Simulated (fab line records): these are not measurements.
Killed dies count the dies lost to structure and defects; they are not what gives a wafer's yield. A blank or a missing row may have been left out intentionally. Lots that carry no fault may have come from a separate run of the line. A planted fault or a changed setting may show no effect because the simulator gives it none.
fab line records :: flow nand_harc
[record]
  lots = 6
  wafers = 18
  last_day = 34
route steps=1302 shown A_STAIRCASE@641 END@1302
lots that met no fault: from a run of the same line without faults
start_h: start of the lot's first displayed wafer, in hours after the record's first day :: wait_h: how many hours have passed since the lot's step before this one :: " unchanged from the row above :: L1.1+2: a single row standing in for several wafers :: - value missing, or start not given :: * or withheld: withheld :: < > ~ a bound
route shown NAME@n: names a module that has steps shown in the file, with the first one's number in the route :: usual: mean/standard deviation taken from wafers without a fault :: same: alike in all rows :: chamber/n: place in a boat :: sites: readings site by site :: _std_site: standard deviation across them :: _edge_site: outer sites' mean less inner sites' :: radius_mm: for every site, how far away it sits from the centre of the wafer :: mask NAME#n: copy n :: behind: the most recent tool/chamber to have shaped the wafer :: hold: reason for holding the lot/hours on hold/outcome of the hold :: device: transistor that didn't switch, given as n, p or np :: end of line: tests run on the same wafers once the route is complete :: a step given without rows: its recipe and nothing more :: killed: the dies lost at the first sort to structure and to defects; this is not the yield of the wafer :: map: a wafer's dies, marking killed ones x, the rest . and places with no die _
set.NAME: the setting the step ran with; set.NAME@STEP: the setting that earlier step ran with :: model.NAME: the simulator's own value behind a step, which no gauge read
lots at some steps of the route; a table a step, a row a wafer
services: from which hour (start_h, from the record's first day; less than 0 if before it) a tool's chamber was out of use, for how many hours, and why
[[steps]]
[step NHARC_A_STAIRCASE_HMDS_159]
[recipe]
  time_s = 30
[step NHARC_A_STAIRCASE_COAT_160]
[recipe]
  spin_rpm = 1200
[step NHARC_A_STAIRCASE_SOFTBAKE_161]
[recipe]
  temp_c = 135
  time_s = 170
[step NHARC_A_STAIRCASE_EBR_162]
[step NHARC_A_STAIRCASE_EXPOSE_163]
[recipe]
  na = 0.5
  dose_mj = 20.01
  mask_id = STAIR_OPEN
[step NHARC_A_STAIRCASE_PEB_164]
[recipe]
  peb_temp_c = 115
  peb_time_s = 130
[step NHARC_A_STAIRCASE_DEVELOP_165]
[recipe]
  time_s = 140
[step NHARC_A_STAIRCASE_HARDBAKE_167]
[recipe]
  temp_c = 120
  time_s = 140
[step NHARC_A_STAIRCASE_DESCUM_168]
[recipe]
  time_s = 3
  o2_flow_sccm = 200
  ar_flow_sccm = 0
  bias_power_w = 0
  chemistry = O2
[usual]
  drypump_motor_current_A = 5.6/0.38
  oes_product_au = 0.998/0.014
  rf_vpp_V = 57.8/1
  showerhead_plenum_p_Torr = 1.91/0.11
  throttle_valve_pct = 11.311/0.0086
lot.wafer: L383.2
tool: rie_diel-11
chamber: 0
start_h: 352.61
wait_h: -
drypump_motor_current_A: 5.5
oes_product_au: 1.020
rf_hours_counter_h: 24
rf_vpp_V: 56.2
showerhead_plenum_p_Torr: 1.79
throttle_valve_pct: 11.316

lot.wafer: L383.1
tool: rie_diel-11
chamber: 1
start_h: 352.61
wait_h: -
drypump_motor_current_A: 6.2
oes_product_au: 1.010
rf_hours_counter_h: 29
rf_vpp_V: 58.9
showerhead_plenum_p_Torr: 1.86
throttle_valve_pct: 11.319

lot.wafer: L383.4
tool: rie_diel-11
chamber: 3
start_h: 352.61
wait_h: -
drypump_motor_current_A: 5.1
oes_product_au: 0.990
rf_hours_counter_h: 29
rf_vpp_V: 58.4
showerhead_plenum_p_Torr: 1.96
throttle_valve_pct: 11.302

lot.wafer: L386.3
tool: rie_diel-04
chamber: 2
start_h: 395.13
wait_h: -
drypump_motor_current_A: 5.4
oes_product_au: 0.988
rf_hours_counter_h: 7
rf_vpp_V: 57.6
showerhead_plenum_p_Torr: 1.90
throttle_valve_pct: 11.303

lot.wafer: L386.2
tool: rie_diel-04
chamber: 3
start_h: 395.13
wait_h: -
drypump_motor_current_A: 5.2
oes_product_au: 0.998
rf_hours_counter_h: 9
rf_vpp_V: 55.9
showerhead_plenum_p_Torr: 1.79
throttle_valve_pct: 11.315

lot.wafer: L386.1
tool: rie_diel-04
chamber: 1
start_h: 395.13
wait_h: -
drypump_motor_current_A: 6.0
oes_product_au: 0.979
rf_hours_counter_h: 6
rf_vpp_V: 58.3
showerhead_plenum_p_Torr: 2.05
throttle_valve_pct: 11.305

lot.wafer: L385.4
tool: rie_diel-03
chamber: 2
start_h: 395.31
wait_h: -
drypump_motor_current_A: 6.1
oes_product_au: 1.007
rf_hours_counter_h: 32
rf_vpp_V: 56.4
showerhead_plenum_p_Torr: 1.77
throttle_valve_pct: 11.315

lot.wafer: L385.1
tool: rie_diel-03
chamber: 3
start_h: 395.31
wait_h: -
drypump_motor_current_A: 6.3
oes_product_au: 0.997
rf_hours_counter_h: 36
rf_vpp_V: 56.7
showerhead_plenum_p_Torr: 1.97
throttle_valve_pct: 11.292

lot.wafer: L385.6
tool: rie_diel-03
chamber: 1
start_h: 395.31
wait_h: -
drypump_motor_current_A: 5.3
oes_product_au: 0.997
rf_hours_counter_h: -
rf_vpp_V: 57.3
showerhead_plenum_p_Torr: 1.86
throttle_valve_pct: 11.311

lot.wafer: L399.4
tool: rie_diel-11
chamber: 3
start_h: 522.60
wait_h: -
drypump_motor_current_A: 5.2
oes_product_au: 0.991
rf_hours_counter_h: 23
rf_vpp_V: 58.5
showerhead_plenum_p_Torr: 1.95
throttle_valve_pct: 11.314

lot.wafer: L399.5
tool: rie_diel-11
chamber: 3
start_h: 522.60
wait_h: -
drypump_motor_current_A: 5.1
oes_product_au: 1.006
rf_hours_counter_h: -
rf_vpp_V: 57.5
showerhead_plenum_p_Torr: 1.95
throttle_valve_pct: 11.331

lot.wafer: L399.6
tool: rie_diel-11
chamber: 0
start_h: 522.60
wait_h: -
drypump_motor_current_A: 5.5
oes_product_au: 1.010
rf_hours_counter_h: -
rf_vpp_V: 58.3
showerhead_plenum_p_Torr: 1.78
throttle_valve_pct: 11.317

lot.wafer: L404.2
tool: rie_diel-04
chamber: 0
start_h: 569.71
wait_h: -
drypump_motor_current_A: 5.5
oes_product_au: 0.992
rf_hours_counter_h: 5
rf_vpp_V: 59.0
showerhead_plenum_p_Torr: 2.06
throttle_valve_pct: 11.310

lot.wafer: L404.6
tool: rie_diel-04
chamber: 1
start_h: 569.71
wait_h: -
drypump_motor_current_A: 6.0
oes_product_au: 0.980
rf_hours_counter_h: -
rf_vpp_V: 58.7
showerhead_plenum_p_Torr: 2.04
throttle_valve_pct: 11.314

lot.wafer: L404.5
tool: rie_diel-04
chamber: 2
start_h: 569.71
wait_h: -
drypump_motor_current_A: 5.4
oes_product_au: 1.006
rf_hours_counter_h: -
rf_vpp_V: 57.6
showerhead_plenum_p_Torr: 1.89
throttle_valve_pct: 11.317

lot.wafer: L405.3
tool: rie_diel-11
chamber: 0
start_h: 580.91
wait_h: -
drypump_motor_current_A: 5.5
oes_product_au: 0.988
rf_hours_counter_h: 43
rf_vpp_V: 58.5
showerhead_plenum_p_Torr: 1.77
throttle_valve_pct: 11.315

lot.wafer: L405.4
tool: rie_diel-11
chamber: 1
start_h: 580.91
wait_h: -
drypump_motor_current_A: 6.2
oes_product_au: 1.025
rf_hours_counter_h: 48
rf_vpp_V: 56.9
showerhead_plenum_p_Torr: 1.84
throttle_valve_pct: 11.324

lot.wafer: L405.1
tool: rie_diel-11
chamber: 3
start_h: 580.91
wait_h: -
drypump_motor_current_A: 5.2
oes_product_au: 1.006
rf_hours_counter_h: 46
rf_vpp_V: 57.5
showerhead_plenum_p_Torr: 1.94
throttle_valve_pct: 11.311
[step NHARC_A_STAIRCASE_ETCH_169]
[recipe]
  target_depth_a = 500
  time_s = 107.1
  ion_energy_ev = 120
  ch3f_flow_sccm = 50
  o2_flow_sccm = 30
  ar_flow_sccm = 200
  rf_w = 500
  bias_w = 100
  chemistry = CH3F/O2
[usual]
  drypump_motor_current_A = 5.6/0.37
  oes_product_au = 0.955/0.02
  rf_vpp_V = 244.3/2
  showerhead_plenum_p_Torr = 2.46/0.13
  throttle_valve_pct = 20.663/0.0086
lot.wafer: L383.2
tool: rie_diel-11
chamber: 1
start_h: 352.70
wait_h: 0.1
drypump_motor_current_A: 6.2
oes_product_au: 0.983
rf_hours_counter_h: 29
rf_vpp_V: 242.3
showerhead_plenum_p_Torr: 2.39
throttle_valve_pct: 20.659

lot.wafer: L383.4
tool: rie_diel-11
chamber: 2
start_h: 352.70
wait_h: 0.1
drypump_motor_current_A: 5.7
oes_product_au: 0.981
rf_hours_counter_h: 31
rf_vpp_V: 243.2
showerhead_plenum_p_Torr: 2.37
throttle_valve_pct: 20.656

lot.wafer: L383.1
tool: rie_diel-11
chamber: 3
start_h: 352.70
wait_h: 0.1
drypump_motor_current_A: 5.2
oes_product_au: 0.968
rf_hours_counter_h: 29
rf_vpp_V: 244.3
showerhead_plenum_p_Torr: 2.52
throttle_valve_pct: 20.672

lot.wafer: L386.1
tool: rie_diel-04
chamber: 3
start_h: 395.23
wait_h: 0.1
drypump_motor_current_A: 5.2
oes_product_au: 0.961
rf_hours_counter_h: 9
rf_vpp_V: 241.2
showerhead_plenum_p_Torr: 2.31
throttle_valve_pct: 20.667

lot.wafer: L386.3
tool: rie_diel-04
chamber: 1
start_h: 395.23
wait_h: 0.1
drypump_motor_current_A: 6.0
oes_product_au: 0.927
rf_hours_counter_h: 6
rf_vpp_V: 246.5
showerhead_plenum_p_Torr: 2.63
throttle_valve_pct: 20.645

lot.wafer: L386.2
tool: rie_diel-04
chamber: 2
start_h: 395.23
wait_h: 0.1
drypump_motor_current_A: 5.4
oes_product_au: 0.954
rf_hours_counter_h: 7
rf_vpp_V: 244.6
showerhead_plenum_p_Torr: 2.45
throttle_valve_pct: 20.647

lot.wafer: L385.4
tool: rie_diel-03
chamber: 2
start_h: 395.39
wait_h: 0.1
drypump_motor_current_A: 6.1
oes_product_au: 0.976
rf_hours_counter_h: 32
rf_vpp_V: 241.3
showerhead_plenum_p_Torr: 2.28
throttle_valve_pct: 20.674

lot.wafer: L385.1
tool: rie_diel-03
chamber: 3
start_h: 395.39
wait_h: 0.1
drypump_motor_current_A: 6.3
oes_product_au: 0.962
rf_hours_counter_h: 36
rf_vpp_V: 244.7
showerhead_plenum_p_Torr: 2.53
throttle_valve_pct: 20.661

lot.wafer: L385.6
tool: rie_diel-03
chamber: 2
start_h: 395.39
wait_h: 0.1
drypump_motor_current_A: 6.1
oes_product_au: 0.977
rf_hours_counter_h: -
rf_vpp_V: 242.6
showerhead_plenum_p_Torr: 2.28
throttle_valve_pct: 20.667

lot.wafer: L399.4
tool: rie_diel-11
chamber: 0
start_h: 522.69
wait_h: 0.1
drypump_motor_current_A: 5.5
oes_product_au: 0.969
rf_hours_counter_h: 24
rf_vpp_V: 240.9
showerhead_plenum_p_Torr: 2.29
throttle_valve_pct: 20.675

lot.wafer: L399.5
tool: rie_diel-11
chamber: 3
start_h: 522.69
wait_h: 0.1
drypump_motor_current_A: 5.2
oes_product_au: 0.967
rf_hours_counter_h: -
rf_vpp_V: 246.5
showerhead_plenum_p_Torr: 2.50
throttle_valve_pct: 20.669

lot.wafer: L399.6
tool: rie_diel-11
chamber: 0
start_h: 522.69
wait_h: 0.1
drypump_motor_current_A: 5.5
oes_product_au: 0.970
rf_hours_counter_h: -
rf_vpp_V: 241.4
showerhead_plenum_p_Torr: 2.29
throttle_valve_pct: 20.664

lot.wafer: L404.2
tool: rie_diel-04
chamber: 0
start_h: 569.78
wait_h: 0.1
drypump_motor_current_A: 5.5
oes_product_au: 0.916
rf_hours_counter_h: 5
rf_vpp_V: 247.2
showerhead_plenum_p_Torr: 2.64
throttle_valve_pct: 20.662

lot.wafer: L404.6
tool: rie_diel-04
chamber: 3
start_h: 569.78
wait_h: 0.1
drypump_motor_current_A: 5.2
oes_product_au: 0.915
rf_hours_counter_h: -
rf_vpp_V: 247.6
showerhead_plenum_p_Torr: 2.66
throttle_valve_pct: 20.661

lot.wafer: L404.5
tool: rie_diel-04
chamber: 0
start_h: 569.78
wait_h: 0.1
drypump_motor_current_A: 5.5
oes_product_au: 0.906
rf_hours_counter_h: -
rf_vpp_V: 248.8
showerhead_plenum_p_Torr: 2.64
throttle_valve_pct: 20.644

lot.wafer: L405.4
tool: rie_diel-11
chamber: 3
start_h: 581.00
wait_h: 0.1
drypump_motor_current_A: 5.2
oes_product_au: 0.962
rf_hours_counter_h: 46
rf_vpp_V: 245.1
showerhead_plenum_p_Torr: 2.49
throttle_valve_pct: 20.660

lot.wafer: L405.1
tool: rie_diel-11
chamber: 0
start_h: 581.00
wait_h: 0.1
drypump_motor_current_A: 5.5
oes_product_au: 0.934
rf_hours_counter_h: 43
rf_vpp_V: 242.0
showerhead_plenum_p_Torr: 2.28
throttle_valve_pct: 20.671

lot.wafer: L405.3
tool: rie_diel-11
chamber: 1
start_h: 581.00
wait_h: 0.1
drypump_motor_current_A: 6.2
oes_product_au: 0.953
rf_hours_counter_h: 48
rf_vpp_V: 243.2
showerhead_plenum_p_Torr: 2.36
throttle_valve_pct: 20.666
[step NHARC_A_STAIRCASE_ETCH_170]
[recipe]
  target_depth_a = 2000
  time_s = 66.667
  ion_energy_ev = 250
  c4f6_flow_sccm = 25
  o2_flow_sccm = 20
  ar_flow_sccm = 500
  rf_w = 600
  bias_w = 500
  chemistry = C4F6/O2
[usual]
  drypump_motor_current_A = 5.6/0.37
  oes_product_au = 0.971/0.017
  rf_vpp_V = 547/3.9
  showerhead_plenum_p_Torr = 3.93/0.19
  throttle_valve_pct = 26.902/0.0087
lot.wafer: L383.1
tool: rie_diel-11
chamber: 3
start_h: -
wait_h: -
drypump_motor_current_A: 5.2
oes_product_au: 0.977
rf_hours_counter_h: 29
rf_vpp_V: 549
showerhead_plenum_p_Torr: 4.02
throttle_valve_pct: 26.920

lot.wafer: L383.2
tool: rie_diel-11
chamber: 0
start_h: -
wait_h: -
drypump_motor_current_A: 5.5
oes_product_au: 0.983
rf_hours_counter_h: 24
rf_vpp_V: 543
showerhead_plenum_p_Torr: 3.70
throttle_valve_pct: 26.892

lot.wafer: L383.4
tool: rie_diel-11
chamber: 1
start_h: -
wait_h: -
drypump_motor_current_A: 6.2
oes_product_au: 0.996
rf_hours_counter_h: 29
rf_vpp_V: 546
showerhead_plenum_p_Torr: 3.82
throttle_valve_pct: 26.906

lot.wafer: L386.3
tool: rie_diel-04
chamber: 2
start_h: -
wait_h: -
drypump_motor_current_A: 5.5
oes_product_au: 0.973
rf_hours_counter_h: 7
rf_vpp_V: 546
showerhead_plenum_p_Torr: 3.90
throttle_valve_pct: 26.914

lot.wafer: L386.2
tool: rie_diel-04
chamber: 3
start_h: -
wait_h: -
drypump_motor_current_A: 5.2
oes_product_au: 0.986
rf_hours_counter_h: 9
rf_vpp_V: 542
showerhead_plenum_p_Torr: 3.69
throttle_valve_pct: 26.910

lot.wafer: L386.1
tool: rie_diel-04
chamber: 1
start_h: -
wait_h: -
drypump_motor_current_A: 6.0
oes_product_au: 0.950
rf_hours_counter_h: 6
rf_vpp_V: 551
showerhead_plenum_p_Torr: 4.18
throttle_valve_pct: 26.895

lot.wafer: L385.4
tool: rie_diel-03
chamber: 0
start_h: -
wait_h: -
drypump_motor_current_A: 5.6
oes_product_au: 0.969
rf_hours_counter_h: 38
rf_vpp_V: 552
showerhead_plenum_p_Torr: 4.17
throttle_valve_pct: 26.907

lot.wafer: L385.1
tool: rie_diel-03
chamber: 2
start_h: -
wait_h: -
drypump_motor_current_A: 6.1
oes_product_au: 0.989
rf_hours_counter_h: 32
rf_vpp_V: 541
showerhead_plenum_p_Torr: 3.66
throttle_valve_pct: 26.919

lot.wafer: L385.6
tool: rie_diel-03
chamber: 0
start_h: -
wait_h: -
drypump_motor_current_A: 5.6
oes_product_au: 0.971
rf_hours_counter_h: -
rf_vpp_V: 552
showerhead_plenum_p_Torr: 4.17
throttle_valve_pct: 26.887

lot.wafer: L399.4
tool: rie_diel-11
chamber: 0
start_h: -
wait_h: -
drypump_motor_current_A: 5.5
oes_product_au: 0.990
rf_hours_counter_h: 24
rf_vpp_V: 543
showerhead_plenum_p_Torr: 3.67
throttle_valve_pct: 26.896

lot.wafer: L399.6
tool: rie_diel-11
chamber: 2
start_h: -
wait_h: -
drypump_motor_current_A: 5.7
oes_product_au: 0.969
rf_hours_counter_h: -
rf_vpp_V: 544
showerhead_plenum_p_Torr: 3.76
throttle_valve_pct: 26.904

lot.wafer: L399.5
tool: rie_diel-11
chamber: 3
start_h: -
wait_h: -
drypump_motor_current_A: 5.2
oes_product_au: 0.984
rf_hours_counter_h: -
rf_vpp_V: 549
showerhead_plenum_p_Torr: 3.99
throttle_valve_pct: 26.896

lot.wafer: L404.2
tool: rie_diel-04
chamber: 2
start_h: -
wait_h: -
drypump_motor_current_A: 5.4
oes_product_au: 0.949
rf_hours_counter_h: 5
rf_vpp_V: 546
showerhead_plenum_p_Torr: 3.87
throttle_valve_pct: 26.895

lot.wafer: L404.6
tool: rie_diel-04
chamber: 0
start_h: -
wait_h: -
drypump_motor_current_A: 5.5
oes_product_au: 0.945
rf_hours_counter_h: -
rf_vpp_V: 552
showerhead_plenum_p_Torr: 4.19
throttle_valve_pct: 26.888

lot.wafer: L404.5
tool: rie_diel-04
chamber: 1
start_h: -
wait_h: -
drypump_motor_current_A: 6.0
oes_product_au: 0.919
rf_hours_counter_h: -
rf_vpp_V: 552
showerhead_plenum_p_Torr: 4.15
throttle_valve_pct: 26.909

lot.wafer: L405.3
tool: rie_diel-11
chamber: 2
start_h: -
wait_h: -
drypump_motor_current_A: 5.7
oes_product_au: 0.966
rf_hours_counter_h: 51
rf_vpp_V: 544
showerhead_plenum_p_Torr: 3.74
throttle_valve_pct: 26.900

lot.wafer: L405.4
tool: rie_diel-11
chamber: 0
start_h: -
wait_h: -
drypump_motor_current_A: 5.5
oes_product_au: 0.957
rf_hours_counter_h: 43
rf_vpp_V: 540
showerhead_plenum_p_Torr: 3.66
throttle_valve_pct: 26.902

lot.wafer: L405.1
tool: rie_diel-11
chamber: 1
start_h: -
wait_h: -
drypump_motor_current_A: 6.2
oes_product_au: 0.984
rf_hours_counter_h: 48
rf_vpp_V: 544
showerhead_plenum_p_Torr: 3.78
throttle_valve_pct: 26.909
[step NHARC_A_STAIRCASE_STRIP_171]
[recipe]
  power_w = 1500
  temp_c = 250
  chemistry = O2
[usual]
  drypump_motor_current_A = 6.03/0.13
  heater_power_w = 329/34
lot.wafer: L383.2
tool: plasma_asher-02
chamber: 1
start_h: 352.93
wait_h: -
drypump_motor_current_A: 6.12
heater_power_w: 332
rf_hours_counter_h: 17

lot.wafer: L383.1
tool: plasma_asher-02
chamber: 0
start_h: 352.93
wait_h: -
drypump_motor_current_A: 5.79
heater_power_w: 266
rf_hours_counter_h: 17

lot.wafer: L383.4
tool: plasma_asher-02
chamber: 0
start_h: 352.93
wait_h: -
drypump_motor_current_A: 5.81
heater_power_w: 272
rf_hours_counter_h: -

lot.wafer: L386.2
tool: plasma_asher-01
chamber: 0
start_h: 395.50
wait_h: -
drypump_motor_current_A: -
heater_power_w: -
rf_hours_counter_h: -

lot.wafer: L386.1
tool: plasma_asher-01
chamber: 1
start_h: 395.50
wait_h: -
drypump_motor_current_A: -
heater_power_w: -
rf_hours_counter_h: -

lot.wafer: L386.3
tool: plasma_asher-01
chamber: 0
start_h: 395.50
wait_h: -
drypump_motor_current_A: -
heater_power_w: -
rf_hours_counter_h: -

lot.wafer: L385.1
tool: plasma_asher-02
chamber: 0
start_h: 395.66
wait_h: -
drypump_motor_current_A: -
heater_power_w: -
rf_hours_counter_h: -

lot.wafer: L385.4
tool: plasma_asher-02
chamber: 1
start_h: 395.66
wait_h: -
drypump_motor_current_A: -
heater_power_w: -
rf_hours_counter_h: -

lot.wafer: L385.6
tool: plasma_asher-02
chamber: 1
start_h: 395.66
wait_h: -
drypump_motor_current_A: -
heater_power_w: -
rf_hours_counter_h: -

lot.wafer: L399.4
tool: plasma_asher-02
chamber: 1
start_h: 523.07
wait_h: -
drypump_motor_current_A: 6.13
heater_power_w: 363
rf_hours_counter_h: -

lot.wafer: L399.5
tool: plasma_asher-02
chamber: 0
start_h: 523.07
wait_h: -
drypump_motor_current_A: 5.81
heater_power_w: 272
rf_hours_counter_h: -

lot.wafer: L399.6
tool: plasma_asher-02
chamber: 1
start_h: 523.07
wait_h: -
drypump_motor_current_A: 6.12
heater_power_w: 361
rf_hours_counter_h: -

lot.wafer: L404.2
tool: plasma_asher-01
chamber: 0
start_h: 570.00
wait_h: -
drypump_motor_current_A: 6.07
heater_power_w: 355
rf_hours_counter_h: 7

lot.wafer: L404.5
tool: plasma_asher-01
chamber: 0
start_h: 570.00
wait_h: -
drypump_motor_current_A: 6.07
heater_power_w: 360
rf_hours_counter_h: -

lot.wafer: L404.6
tool: plasma_asher-01
chamber: 1
start_h: 570.00
wait_h: -
drypump_motor_current_A: 6.11
heater_power_w: 345
rf_hours_counter_h: -

lot.wafer: L405.1
tool: plasma_asher-01
chamber: 0
start_h: 581.25
wait_h: -
drypump_motor_current_A: 6.07
heater_power_w: 350
rf_hours_counter_h: 10

lot.wafer: L405.4
tool: plasma_asher-01
chamber: 0
start_h: 581.25
wait_h: -
drypump_motor_current_A: 6.09
heater_power_w: 354
rf_hours_counter_h: -

lot.wafer: L405.3
tool: plasma_asher-01
chamber: 1
start_h: 581.25
wait_h: -
drypump_motor_current_A: 6.09
heater_power_w: 343
rf_hours_counter_h: -
[step NHARC_A_STAIRCASE_STRIP_172]
[recipe]
  time_s = 900
  temp_c = 130
  chemistry = SPM
[step NHARC_END_SORT_01]
[recipe]
  temp_c = 25
[usual]
  killed_at_array = 55/19
  killed_at_other = 0.9/1.4
  killed_at_periphery = 3.8/2.9
  killed_dies = 60/19
  killed_open = 3.3/1.8
  killed_short = 2.6/1.6
[same]
  gross_dies = 677
lot.wafer: L385.1
tool: prober-02
chamber: 0
start_h: 600.30
wait_h: 2.5
killed_at_array: 39
killed_at_other: 0
killed_at_periphery: 1
killed_dies: 40
killed_open: 2
killed_short: 2

lot.wafer: L385.4
tool: prober-02
chamber: 0
start_h: 602.72
wait_h: 3.4
killed_at_array: 57
killed_at_other: 0
killed_at_periphery: 2
killed_dies: 59
killed_open: 5
killed_short: 2

lot.wafer: L385.6
tool: prober-02
chamber: 0
start_h: 604.33
wait_h: 4.0
killed_at_array: 46
killed_at_other: 0
killed_at_periphery: 3
killed_dies: 49
killed_open: 3
killed_short: 3

lot.wafer: L386.1
tool: prober-01
chamber: 0
start_h: 607.94
wait_h: 2.5
killed_at_array: 40
killed_at_other: 0
killed_at_periphery: 2
killed_dies: 42
killed_open: 0
killed_short: 2

lot.wafer: L386.2
tool: prober-01
chamber: 0
start_h: 608.75
wait_h: 2.8
killed_at_array: 52
killed_at_other: 1
killed_at_periphery: 6
killed_dies: 59
killed_open: 5
killed_short: 1

lot.wafer: L386.3
tool: prober-01
chamber: 0
start_h: 609.55
wait_h: 3.1
killed_at_array: 46
killed_at_other: 1
killed_at_periphery: 2
killed_dies: 49
killed_open: 3
killed_short: 3
// killed by level:class
L385.1 A_CHANNEL_HOLE_D1:chamber_film_flake=22 A_CHANNEL_HOLE_D2:chamber_film_flake=7 A_STAIRCASE:chamber_film_flake=5 A_ONON_D1:geometric_particle:short=1 A_DECK1_JOINT:geometric_particle:open=1 A_ONON_D2:geometric_particle:short=1 A_SGD_CUT:geometric_particle:open=1 P_M0:chamber_film_flake=1
L385.4 A_CHANNEL_HOLE_D1:chamber_film_flake=34 A_CHANNEL_HOLE_D2:chamber_film_flake=7 A_DECK1_JOINT:chamber_film_flake=5 A_STAIRCASE:chamber_film_flake=5 P_GATE:geometric_particle:open=1 P_CONTACT:geometric_particle:open=1 A_CHANNEL_FILL_D1:geometric_particle:short=1 A_CHANNEL_FILL_D2:geometric_particle:short=1
L385.6 A_CHANNEL_HOLE_D1:chamber_film_flake=27 A_CHANNEL_HOLE_D2:chamber_film_flake=6 A_DECK1_JOINT:chamber_film_flake=3 A_STAIRCASE:chamber_film_flake=3 A_CONTACT:chamber_film_flake=2 P_M0:geometric_particle:open=1 P_M1:geometric_particle:short=1 A_SOURCE_PLATE:geometric_particle:short=1
L386.1 A_CHANNEL_HOLE_D2:chamber_film_flake=31 P_CONTACT:chamber_film_flake=2 A_CHANNEL_HOLE_D1:chamber_film_flake=2 A_WL_FILL:chamber_film_flake=2 A_CHANNEL_FILL_D2:geometric_particle:short=1 A_WL_FILL:geometric_particle:short=1 A_DECK1_JOINT:chamber_film_flake=1 A_STAIRCASE:chamber_film_flake=1
L386.2 A_CHANNEL_HOLE_D2:chamber_film_flake=36 P_CONTACT:chamber_film_flake=5 A_CHANNEL_HOLE_D1:chamber_film_flake=3 A_STAIRCASE:chamber_film_flake=3 A_DECK1_JOINT:chamber_film_flake=2 A_M0:chamber_film_flake=2 P_CONTACT:geometric_particle:open=1 A_DECK1_JOINT:geometric_particle:open=1
L386.3 A_CHANNEL_HOLE_D2:chamber_film_flake=27 A_CHANNEL_HOLE_D1:chamber_film_flake=4 A_STAIRCASE:chamber_film_flake=4 A_SLIT:chamber_film_flake=3 A_M0:geometric_particle:open=2 P_CONTACT:chamber_film_flake=2 A_DECK1_JOINT:geometric_particle:short=1 A_WL_FILL:geometric_particle:short=1
[[services]]
tool: rie_diel-11
chamber: 0
start_h: 331.39
hours: 6.8
kind: repair

tool: rie_diel-03
chamber: -
start_h: 332.17
hours: 0.9
kind: repair

tool: rie_diel-11
chamber: 1
start_h: 338.10
hours: -
kind: clean

tool: rie_diel-11
chamber: 2
start_h: 338.10
hours: -
kind: clean

tool: rie_diel-11
chamber: 3
start_h: 338.10
hours: -
kind: clean

tool: plasma_asher-01
chamber: -
start_h: 342.00
hours: 9.0
kind: pm

tool: rie_diel-04
chamber: 2
start_h: 351.08
hours: 3.3
kind: repair

tool: rie_diel-04
chamber: -
start_h: 358.76
hours: 9.0
kind: pm

tool: rie_diel-11
chamber: 0
start_h: 364.55
hours: -
kind: clean

tool: rie_diel-11
chamber: 1
start_h: 364.55
hours: -
kind: clean

tool: rie_diel-11
chamber: 2
start_h: 364.55
hours: -
kind: clean

tool: rie_diel-11
chamber: 3
start_h: 364.55
hours: -
kind: clean

tool: plasma_asher-02
chamber: -
start_h: 366.67
hours: 0.7
kind: repair

tool: rie_diel-03
chamber: -
start_h: 368.51
hours: 0.6
kind: repair

tool: rie_diel-11
chamber: 0
start_h: 389.26
hours: -
kind: clean

tool: rie_diel-04
chamber: 0
start_h: 393.17
hours: 26.6
kind: repair

tool: plasma_asher-01
chamber: -
start_h: 432.26
hours: 1.8
kind: repair

tool: rie_diel-11
chamber: -
start_h: 434.79
hours: 9.0
kind: pm

tool: plasma_asher-02
chamber: -
start_h: 447.84
hours: 9.0
kind: pm

tool: rie_diel-03
chamber: -
start_h: 458.59
hours: 9.0
kind: pm

tool: plasma_asher-02
chamber: -
start_h: 513.49
hours: 2.5
kind: repair

tool: rie_diel-03
chamber: 2
start_h: 517.55
hours: 7.5
kind: repair

tool: plasma_asher-01
chamber: -
start_h: 519.00
hours: 9.0
kind: pm

tool: rie_diel-03
chamber: 3
start_h: 546.16
hours: 10.6
kind: repair
[[key]]
[first_sign]
  step = NHARC_A_STAIRCASE_STRIP_171
  reading = tool_record
  direction = missing
effect none on later readings
met_at NHARC_A_STAIRCASE_STRIP_171
struck_wafers L385.1,L385.4,L385.6,L386.1,L386.2,L386.3
tester_left_out L385,L386
onset_between 352.93 395.50
[fault]
  kind = skipped_step_whole
  tool = plasma_asher-01,plasma_asher-02
  chamber = -
  onset_h = 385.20
  steps = NHARC_A_STAIRCASE_STRIP_171
  scope = struck_lots_only
// tester_left_out: of these lots the tester's yield and bins aren't shown, on N5 and GAA mostly nor the transistor test; their killed dies are dies lost to structure and defects alone, not to doping, threshold or leakage, so they don't give the yield
